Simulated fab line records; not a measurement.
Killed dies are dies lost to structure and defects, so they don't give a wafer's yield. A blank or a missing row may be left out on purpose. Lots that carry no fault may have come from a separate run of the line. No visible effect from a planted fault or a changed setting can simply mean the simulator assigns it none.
Matching of chambers | flow nand harc | NHARC_P_GATE_DESCUM_31 on rie diel-11: 4 sister chambers
The step chemistry O2, time 3 s. 4 wafers are shown with their chamber, then 11 later ones without.

== WAFERS, EACH WITH ITS CHAMBER ==
wafer  | chamber | showerhead plenum p Torr (Torr)
L082.1 | 1       | 1.78
L088.4 | 3       | 1.78
L090.2 | 0       | 1.99
L089.4 | 2       | 1.79

== WAFERS WITH NO CHAMBER GIVEN ==
wafer  | showerhead plenum p Torr (Torr)
L089.5 | 1.80
L089.6 | 1.99
L093.2 | 1.79
L093.5 | 1.78
L093.6 | 1.99
L095.2 | 1.79
L095.3 | 1.78
L095.4 | 1.79
L097.4 | 1.78
L097.5 | 1.79
L097.6 | 1.78

== WHICH CHAMBER EACH WENT THROUGH ==
wafer  | from the rows above     | in truth
L089.5 | 2                       | 2
L089.6 | 0                       | 0
L093.2 | 2                       | 2
L093.5 | can't be placed: 1 or 3 | 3
L093.6 | 0                       | 0
L095.2 | 2                       | 2
L095.3 | can't be placed: 1 or 3 | 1
L095.4 | 2                       | 2
L097.4 | can't be placed: 1 or 3 | 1
L097.5 | 2                       | 2
L097.6 | can't be placed: 1 or 3 | 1
7 of 11 placed correctly. From these rows, 4 cannot be placed; in 4 the true chamber is one of the candidates. Placed wrongly: 0.
How it was worked out, from the rows above alone: a wafer's distance from a chamber is the root of the sum, over the readings, of the square of ((its reading less the chamber's mean) divided by the reading's scatter). If the next closest chamber is less than 2 further off than the closest, the wafer can't be placed; otherwise it belongs to the closest. A chamber's mean is the mean of its shown wafers. The scatter: with one shown wafer a chamber, the root of the mean of the squares of how far each hidden wafer lies from its nearest shown one.
